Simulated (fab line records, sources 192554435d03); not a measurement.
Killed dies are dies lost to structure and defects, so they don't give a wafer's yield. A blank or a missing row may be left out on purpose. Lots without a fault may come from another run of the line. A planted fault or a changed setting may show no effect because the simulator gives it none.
Chamber matching | flow n5_finfet | N5_BEOL_M13_ETCH_67 on rie_diel-04: 4 sister chambers
The step etches SiARC in CF4, target depth 143 nm, time 238.3 s. 4 wafers are shown with their chamber, then 11 later ones without.

WAFERS WITH THEIR CHAMBER
wafer  | chamber | throttle_valve_pct (%)
L080.3 | 3       | 15.99
L083.3 | 2       | 15.48
L090.4 | 0       | 15.28
L092.4 | 1       | 15.72

WAFERS WITHOUT THEIR CHAMBER
wafer  | throttle_valve_pct (%)
L092.5 | 15.29
L092.6 | 16.02
L091.1 | 15.31
L091.5 | 15.71
L091.6 | 15.51
L093.2 | 15.74
L093.4 | 16.03
L093.5 | 15.74
L097.4 | 15.51
L097.5 | 16.03
L097.6 | 15.32

WHICH CHAMBER EACH WENT THROUGH
wafer  | from the rows above | in truth
L092.5 | 0                   | 0
L092.6 | 3                   | 3
L091.1 | 0                   | 0
L091.5 | 1                   | 1
L091.6 | 2                   | 2
L093.2 | 1                   | 1
L093.4 | 3                   | 3
L093.5 | 1                   | 1
L097.4 | 2                   | 2
L097.5 | 3                   | 3
L097.6 | 0                   | 0
Placed correctly: 11 of 11. Can't be placed from these rows: 0. Placed wrongly: 0.
How it was worked out, from the rows above alone: a wafer's distance from a chamber is the root of the sum, over the readings, of the square of ((its reading less the chamber's mean) divided by the reading's scatter). The wafer belongs to the nearest chamber; if the next one is less than 2 further off, it can't be placed. A chamber's mean is the mean of its shown wafers. The scatter: with one shown wafer a chamber, the root of the mean of the squares of how far each hidden wafer lies from its nearest shown one.
